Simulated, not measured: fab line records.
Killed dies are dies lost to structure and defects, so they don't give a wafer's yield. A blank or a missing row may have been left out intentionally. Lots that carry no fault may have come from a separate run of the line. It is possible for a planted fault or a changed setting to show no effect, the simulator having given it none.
Which tool did it? :: flow n5_finfet :: 72 wafers from 24 lots sampled at 2 of the route's 1938 steps

## WHAT THE GAUGES SHOWED, per wafer
N5_BEOL_M3_CD_MEAS_18: pitch 36 nm, target cd 18 nm. Usual: 17.9 nm for cd_nm, sd 0.4.
lot: L075
measured: day 7 03:29
on: cd_sem-01
cd_nm (nm): 17.9 18.4 17.9
flag: 

lot: L074
measured: day 7 05:47
on: cd_sem-02
cd_nm (nm): 18.0 18.3 17.8
flag: 

lot: L076
measured: day 7 12:22
on: cd_sem-02
cd_nm (nm): 17.9 18.0 18.1
flag: 

lot: L077
measured: day 7 19:22
on: cd_sem-03
cd_nm (nm): 18.1 17.4 17.7
flag: 

lot: L078
measured: day 8 20:30
on: cd_sem-01
cd_nm (nm): 17.9 17.3 17.4
flag: 

lot: L080
measured: day 8 20:41
on: cd_sem-01
cd_nm (nm): 18.5 18.2 17.9
flag: 

lot: L079
measured: day 8 22:52
on: cd_sem-03
cd_nm (nm): 17.6 18.1 17.4
flag: 

lot: L082
measured: day 9 02:52
on: cd_sem-01
cd_nm (nm): 16.9 17.4 17.5
flag: 

lot: L081
measured: day 9 03:16
on: cd_sem-02
cd_nm (nm): 18.1 17.7 17.3
flag: 

lot: L083
measured: day 9 09:35
on: cd_sem-02
cd_nm (nm): 18.0 18.3 17.4
flag: 

lot: L084
measured: day 9 09:45
on: cd_sem-01
cd_nm (nm): 17.5 18.0 17.5
flag: 

lot: L085
measured: day 9 11:46
on: cd_sem-03
cd_nm (nm): 18.0 17.8 17.5
flag: 

lot: L086
measured: day 10 02:23
on: cd_sem-03
cd_nm (nm): 17.9 18.3 18.6
flag: 

lot: L087
measured: day 10 13:25
on: cd_sem-03
cd_nm (nm): 18.1 17.9 18.2
flag: 

lot: L088
measured: day 10 13:55
on: cd_sem-01
cd_nm (nm): 17.7 18.3 18.0
flag: 

lot: L089
measured: day 11 04:21
on: cd_sem-03
cd_nm (nm): 18.6 18.9 18.2
flag: 

lot: L090
measured: day 11 10:10
on: cd_sem-03
cd_nm (nm): 18.1 17.3 18.9
flag: 

lot: L091
measured: day 11 12:25
on: cd_sem-01
cd_nm (nm): 17.6 17.7 18.2
flag: 

lot: L092
measured: day 11 14:01
on: cd_sem-01
cd_nm (nm): 17.9 17.5 17.2
flag: 

lot: L093
measured: day 12 01:15
on: cd_sem-01
cd_nm (nm): 17.7 17.5 17.6
flag: 

lot: L094
measured: day 12 02:06
on: cd_sem-02
cd_nm (nm): 17.7 18.2 18.2
flag: 

lot: L095
measured: day 12 09:41
on: cd_sem-02
cd_nm (nm): 17.9 18.1 18.2
flag: 

lot: L096
measured: day 12 15:07
on: cd_sem-01
cd_nm (nm): 17.6 18.1 17.6
flag: 

lot: L097
measured: day 12 21:48
on: cd_sem-03
cd_nm (nm): 18.3 17.6 18.5
flag: 

## WHAT TOOL EACH LOT RAN ON (gives the tool, then ch and the chambers of the sampled wafers, and finally the start)
lot: L075
N5_BEOL_M3_HM_OPEN_17: rie_metal-02 ch 0, day 7 03:19

lot: L074
N5_BEOL_M3_HM_OPEN_17: rie_metal-01 ch 0,1, day 7 05:29

lot: L076
N5_BEOL_M3_HM_OPEN_17: rie_metal-01 ch 0,1, day 7 12:04

lot: L077
N5_BEOL_M3_HM_OPEN_17: rie_metal-02 ch 0,1, day 7 19:13

lot: L078
N5_BEOL_M3_HM_OPEN_17: rie_metal-01 ch 0,1, day 8 20:19

lot: L080
N5_BEOL_M3_HM_OPEN_17: rie_metal-03 ch 0,1, day 8 20:30

lot: L079
N5_BEOL_M3_HM_OPEN_17: rie_metal-01 ch 0,1, day 8 22:41

lot: L082
N5_BEOL_M3_HM_OPEN_17: rie_metal-03 ch 0,1, day 9 02:35

lot: L081
N5_BEOL_M3_HM_OPEN_17: rie_metal-02 ch 1, day 9 03:04

lot: L083
N5_BEOL_M3_HM_OPEN_17: rie_metal-03 ch 0,1, day 9 09:18

lot: L084
N5_BEOL_M3_HM_OPEN_17: rie_metal-02 ch 0,1, day 9 09:32

lot: L085
N5_BEOL_M3_HM_OPEN_17: rie_metal-03 ch 1, day 9 11:29

lot: L086
N5_BEOL_M3_HM_OPEN_17: rie_metal-02 ch 0,1, day 10 02:14

lot: L087
N5_BEOL_M3_HM_OPEN_17: rie_metal-03 ch 0,1, day 10 13:02

lot: L088
N5_BEOL_M3_HM_OPEN_17: rie_metal-03 ch 0,1, day 10 13:44

lot: L089
N5_BEOL_M3_HM_OPEN_17: rie_metal-02 ch 0,1, day 11 04:10

lot: L090
N5_BEOL_M3_HM_OPEN_17: rie_metal-03 ch 0,1, day 11 09:56

lot: L091
N5_BEOL_M3_HM_OPEN_17: rie_metal-02 ch 0,1, day 11 12:14

lot: L092
N5_BEOL_M3_HM_OPEN_17: rie_metal-02 ch 0,1, day 11 13:50

lot: L093
N5_BEOL_M3_HM_OPEN_17: rie_metal-03 ch 0, day 12 00:59

lot: L094
N5_BEOL_M3_HM_OPEN_17: rie_metal-02 ch 0,1, day 12 01:54

lot: L095
N5_BEOL_M3_HM_OPEN_17: rie_metal-02 ch 0,1, day 12 09:28

lot: L096
N5_BEOL_M3_HM_OPEN_17: rie_metal-01 ch 0,1, day 12 14:56

lot: L097
N5_BEOL_M3_HM_OPEN_17: rie_metal-02 ch 0, day 12 21:35
- N5_BEOL_M3_HM_OPEN_17: chemistry Cl2/BCl3, target TiN, target depth 20 nm, overetch 6 nm.

## WHAT THE TOOLS THEMSELVES READ (means of the sampled wafers that have a number; where no wafer has one, the mark that the record gives instead)
N5_BEOL_M3_HM_OPEN_17. Usual: bcl3_flow_sccm 21.75 sccm, standard deviation 0.061; bias_w 126.0 W, standard deviation 0.39; drypump_motor_current_A 5.6 A, standard deviation 0.4; oes_ar_750_au 0.76 a.u., standard deviation 0.13; oes_product_au 0.65 a.u., standard deviation 0.11; throttle_valve_pct 22.17 %, standard deviation 0.22.
lot: L075
tool: rie_metal-02
bcl3_flow_sccm (sccm): 21.70
bias_w (W): 125.8
drypump_motor_current_A (A): 4.9
oes_ar_750_au (a.u.): 0.69
oes_product_au (a.u.): 0.58
throttle_valve_pct (%): 21.97
flag: 

lot: L074
tool: rie_metal-01
bcl3_flow_sccm (sccm): 21.69
bias_w (W): 126.1
drypump_motor_current_A (A): 5.8
oes_ar_750_au (a.u.): 0.94
oes_product_au (a.u.): 0.79
throttle_valve_pct (%): 22.27
flag: 

lot: L076
tool: rie_metal-01
bcl3_flow_sccm (sccm): 21.80
bias_w (W): 125.7
drypump_motor_current_A (A): 6.0
oes_ar_750_au (a.u.): 0.97
oes_product_au (a.u.): 0.78
throttle_valve_pct (%): 22.08
flag: 

lot: L077
tool: rie_metal-02
bcl3_flow_sccm (sccm): 21.80
bias_w (W): 126.2
drypump_motor_current_A (A): 5.4
oes_ar_750_au (a.u.): 0.66
oes_product_au (a.u.): 0.57
throttle_valve_pct (%): 22.16
flag: 

lot: L078
tool: rie_metal-01
bcl3_flow_sccm (sccm): 21.71
bias_w (W): 126.2
drypump_motor_current_A (A): 5.8
oes_ar_750_au (a.u.): 0.92
oes_product_au (a.u.): 0.76
throttle_valve_pct (%): 22.27
flag: 

lot: L080
tool: rie_metal-03
bcl3_flow_sccm (sccm): 21.71
bias_w (W): 126.1
drypump_motor_current_A (A): 5.7
oes_ar_750_au (a.u.): 0.78
oes_product_au (a.u.): 0.67
throttle_valve_pct (%): 22.29
flag: 

lot: L079
tool: rie_metal-01
bcl3_flow_sccm (sccm): 21.67
bias_w (W): 126.0
drypump_motor_current_A (A): 6.0
oes_ar_750_au (a.u.): 0.94
oes_product_au (a.u.): 0.77
throttle_valve_pct (%): 22.09
flag: 

lot: L082
tool: rie_metal-03
bcl3_flow_sccm (sccm): 21.79
bias_w (W): 125.8
drypump_motor_current_A (A): 5.7
oes_ar_750_au (a.u.): 0.78
oes_product_au (a.u.): 0.69
throttle_valve_pct (%): 22.27
flag: 

lot: L081
tool: rie_metal-02
bcl3_flow_sccm (sccm): 21.72
bias_w (W): 125.9
drypump_motor_current_A (A): 5.7
oes_ar_750_au (a.u.): 0.64
oes_product_au (a.u.): 0.56
throttle_valve_pct (%): 22.25
flag: 

lot: L083
tool: rie_metal-03
bcl3_flow_sccm (sccm): 21.78
bias_w (W): 126.2
drypump_motor_current_A (A): 5.8
oes_ar_750_au (a.u.): 0.87
oes_product_au (a.u.): 0.76
throttle_valve_pct (%): 22.13
flag: 

lot: L084
tool: rie_metal-02
bcl3_flow_sccm (sccm): 21.72
bias_w (W): 126.1
drypump_motor_current_A (A): 5.4
oes_ar_750_au (a.u.): 0.65
oes_product_au (a.u.): 0.57
throttle_valve_pct (%): 22.17
flag: 

lot: L085
tool: rie_metal-03
bcl3_flow_sccm (sccm): 21.77
bias_w (W): 125.9
drypump_motor_current_A (A): 5.5
oes_ar_750_au (a.u.): 0.70
oes_product_au (a.u.): 0.61
throttle_valve_pct (%): 22.46
flag: 

lot: L086
tool: rie_metal-02
bcl3_flow_sccm (sccm): 21.78
bias_w (W): 126.2
drypump_motor_current_A (A): 5.2
oes_ar_750_au (a.u.): 0.67
oes_product_au (a.u.): 0.57
throttle_valve_pct (%): 22.08
flag: 

lot: L087
tool: rie_metal-03
bcl3_flow_sccm (sccm): 21.77
bias_w (W): 126.5
drypump_motor_current_A (A): 5.6
oes_ar_750_au (a.u.): 0.77
oes_product_au (a.u.): 0.67
throttle_valve_pct (%): 22.30
flag: 

lot: L088
tool: rie_metal-03
bcl3_flow_sccm (sccm): 21.80
bias_w (W): 125.8
drypump_motor_current_A (A): 5.8
oes_ar_750_au (a.u.): 0.85
oes_product_au (a.u.): 0.74
throttle_valve_pct (%): 22.13
flag: 

lot: L089
tool: rie_metal-02
bcl3_flow_sccm (sccm): 21.76
bias_w (W): 126.4
drypump_motor_current_A (A): 5.4
oes_ar_750_au (a.u.): 0.65
oes_product_au (a.u.): 0.56
throttle_valve_pct (%): 22.16
flag: 

lot: L090
tool: rie_metal-03
bcl3_flow_sccm (sccm): 21.75
bias_w (W): 126.1
drypump_motor_current_A (A): 5.7
oes_ar_750_au (a.u.): 0.76
oes_product_au (a.u.): 0.66
throttle_valve_pct (%): 22.31
flag: 

lot: L091
tool: rie_metal-02
bcl3_flow_sccm (sccm): 21.76
bias_w (W): 125.9
drypump_motor_current_A (A): 5.2
oes_ar_750_au (a.u.): 0.66
oes_product_au (a.u.): 0.56
throttle_valve_pct (%): 22.09
flag: 

lot: L092
tool: rie_metal-02
bcl3_flow_sccm (sccm): 21.78
bias_w (W): 126.1
drypump_motor_current_A (A): 5.4
oes_ar_750_au (a.u.): 0.65
oes_product_au (a.u.): 0.55
throttle_valve_pct (%): 22.18
flag: 

lot: L093
tool: rie_metal-03
bcl3_flow_sccm (sccm): 21.83
bias_w (W): 125.5
drypump_motor_current_A (A): 5.9
oes_ar_750_au (a.u.): 0.91
oes_product_au (a.u.): 0.81
throttle_valve_pct (%): 21.97
flag: 

lot: L094
tool: rie_metal-02
bcl3_flow_sccm (sccm): 21.66
bias_w (W): 126.2
drypump_motor_current_A (A): 5.2
oes_ar_750_au (a.u.): 0.66
oes_product_au (a.u.): 0.56
throttle_valve_pct (%): 22.09
flag: 

lot: L095
tool: rie_metal-02
bcl3_flow_sccm (sccm): 21.73
bias_w (W): 126.1
drypump_motor_current_A (A): 5.2
oes_ar_750_au (a.u.): 0.66
oes_product_au (a.u.): 0.56
throttle_valve_pct (%): 22.09
flag: 

lot: L096
tool: rie_metal-01
bcl3_flow_sccm (sccm): 21.78
bias_w (W): 125.7
drypump_motor_current_A (A): 5.8
oes_ar_750_au (a.u.): 0.88
oes_product_au (a.u.): 0.74
throttle_valve_pct (%): 22.28
flag: 

lot: L097
tool: rie_metal-02
bcl3_flow_sccm (sccm): 21.70
bias_w (W): 125.4
drypump_motor_current_A (A): 4.9
oes_ar_750_au (a.u.): 0.67
oes_product_au (a.u.): 0.57
throttle_valve_pct (%): 22.02
flag: 

## THE ANSWER, worked out from the rows above alone
Rule: take the mean of a lot's wafers that have a number; if it is more than 3 standard deviations from the usual mean, the lot is off. A lot without any number at a reading at which 4 lots or more have one is off too. The other lots that the step has rows for count as sound. The gauges are gone through in route order, then the tools' own readings, and for those a lot's mean is taken as printed above. The first step at which some lot is off is used, and at that step the reading that is off furthest; a lot without a number counts as furthest.
Across all readings shown, no lot is off: no conclusion can be drawn from this.

## WHAT THE SIMULATOR HAD PUT IN
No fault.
